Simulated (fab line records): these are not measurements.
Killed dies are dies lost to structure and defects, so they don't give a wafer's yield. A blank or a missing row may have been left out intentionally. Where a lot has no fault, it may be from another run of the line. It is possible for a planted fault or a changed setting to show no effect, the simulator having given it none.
A struck lot beside a sound one -- flow n5-finfet -- 19 steps out of a route of 1938
Sound: wafers L486.1, L486.3, L486.4. Wafers struck: L492.1, L492.3. The cause is named last.
Order at every step that has rows: each side's tool, ch and its chambers, its first start. Under that, the readings that differ: sound wafers -- struck wafers -- difference of the means -- sigmas: that difference in standard deviations of wafers without a fault.
alike: readings whose means differ by less than 2 such deviations, and words and numbers that are the same on both sides. not compared: withheld readings, readings that some wafer has no value for, bounds like >300 that may hide the same value, and numbers for which the record gives no deviation and whose values overlap.
Wherever a step has rows on one side only, a row that says differs or no value, or a row with sigmas, the two part there. Non-overlapping numbers with no deviation appear without sigmas and do not part them. A reading missing from all wafers of one side parts the sides only when that side holds two or more wafers.

first, 2 steps without rows for these wafers: N5_BEOL_M12_ETCH_68 (etches SOC in N2/H2, time 285 s); N5_BEOL_M12_STRIP_69 (strips in N2/H2).
N5_BEOL_M12_TRENCH_ETCH_34: etches SiOC in C4F8/O2/Ar, target depth 318.95 nm, time 125.5 s.
  sound on rie-diel-03 ch 1,2,3, day 12 18:01; struck on rie-diel-02 ch 1,2, day 14 06:06
  alike: O2_flow_sccm, chamber-pressure-mTorr, drypump-motor-current-A, he-outer-torr, oes-product-au, rf-vpp-V, showerhead-plenum-p-Torr, throttle-valve-pct
  not compared: rf-hours-counter-h
then, 1 step without rows for these wafers: N5_BEOL_M12_STRIP_70 (strips in C4F8/O2/Ar).
N5_BEOL_M12_OCD_MEAS_35:
  sound on ocd-02 at day 12 18:10; struck on ocd-02 at day 14 06:15
  alike: trench-depth-nm
N5_BEOL_M12_STRIP_37: strips in N2/H2.
  sound on plasma-asher-02 ch 0,1, day 12 18:13; struck on plasma-asher-01 ch 1, day 14 06:17
reading,sound,struck,difference,sigmas
heater-power-w (W),322 323 317,297 293,-26,-3
oes-product-au (a.u.),0.767 0.778 0.788,0.809 0.790,+0.022,+2
  alike: drypump-motor-current-A
  not compared: rf-hours-counter-h
N5_BEOL_M12_ETCH_38: etches SiCN in CF4/N2, target depth 68.7 nm, time 73.4 s.
  sound on rie-diel-06 ch 0,3, day 12 20:01; struck on rie-diel-03 ch 1,3, day 14 06:22
  alike: chamber-pressure-mTorr, drypump-motor-current-A, oes-product-au, rf-vpp-V, showerhead-plenum-p-Torr, throttle-valve-pct
  not compared: rf-hours-counter-h
then, 2 steps without rows for these wafers: N5_BEOL_M12_PRECLEAN_39 (cleans in residue remover, time 60 s); N5_BEOL_M12_SRD_40 (time 30 s, dry time 30 s).
N5_BEOL_M12_DEGAS_41: time 60 s.
  sound on pvd-sputter-01 at day 12 20:31; struck on pvd-sputter-01 at day 14 07:17
  alike: heater-power-w
then, 2 steps without rows for these wafers: N5_BEOL_M12_PRE_CLEAN_42 (time 30 s); N5_BEOL_M12_SPUTTER_43 (material TaN, target thk 15 nm, time 24.19 s).
N5_BEOL_M12_SPUTTER_44: material Ta, target thk 10 nm, time 16.13 s.
  sound on pvd-sputter-01 at day 12 20:41; struck on pvd-sputter-01 at day 14 07:26
reading,sound,struck,difference,sigmas
model.Ta_of_BEOL_M12_SPUTTER_44.thk-nm (nm),10 9.8 9.8,16.4 16.4,+6.5,
  alike: bias-v, throttle-valve-pct
N5_BEOL_M12_SPUTTER_45: material Cu, target thk 80 nm, time 13.33 s.
  sound on pvd-sputter-01 at day 12 20:46; struck on pvd-sputter-01 at day 14 07:31
reading,sound,struck,difference,sigmas
bias-v (V),59.8 60.6 60.4,59.0 59.1,-1.2,-2
  alike: chuck-gas-flow-sccm, throttle-valve-pct
then, 2 steps without rows for these wafers: N5_BEOL_M12_ECD_47 (material Cu, target thk 720 nm); N5_BEOL_M12_ANNEAL_48 (time 90 s).
N5_BEOL_M12_CMP_49: polishes, stops on SiOC, t overpolish 20.6 s, target thk 320 nm.
  sound on cmp-04 ch 0,1,2, day 12 21:20; struck on cmp-01 ch 0,2, day 14 08:05
reading,sound,struck,difference,sigmas
barrier-field-endpoint-s (s),30.5 29.1 30.3,38.1 38.8,+8.5,+12
motor-current-A (A),5.0 5.7 5.0,6.7 7.7,+2.0,+2
  alike: slurry-filter-dp-kPa
N5_BEOL_M12_THK_MEAS_50: measures by xrf.
  sound on film-metro-02 at day 12 21:38; struck on film-metro-02 at day 14 08:23
reading,sound,struck,difference,sigmas
M12_THK (nm),326 330 335,316 319,-13,-2
N5_PASSIVATION_PROBE_49:
  sound on prober-02 at day 14 10:44; struck on prober-02 at day 15 20:33
  alike: defect-limited-yield, killed_at_M0_to_M3, killed_at_M4_up, killed-at-contacts, killed-at-front-end, killed-at-other, killed-dies, killed-open, killed-short, sort_bin_5_function, sort_bin_6_memory, sort-n-pass, sort-yield-pct

## WHERE THEY PART
Earliest at N5_BEOL_M12_STRIP_37; latest, in this record, at N5_BEOL_M12_THK_MEAS_50. Later steps at which nothing parts them and some readings are alike: N5_PASSIVATION_PROBE_49.

WHY: whatever the simulator had introduced
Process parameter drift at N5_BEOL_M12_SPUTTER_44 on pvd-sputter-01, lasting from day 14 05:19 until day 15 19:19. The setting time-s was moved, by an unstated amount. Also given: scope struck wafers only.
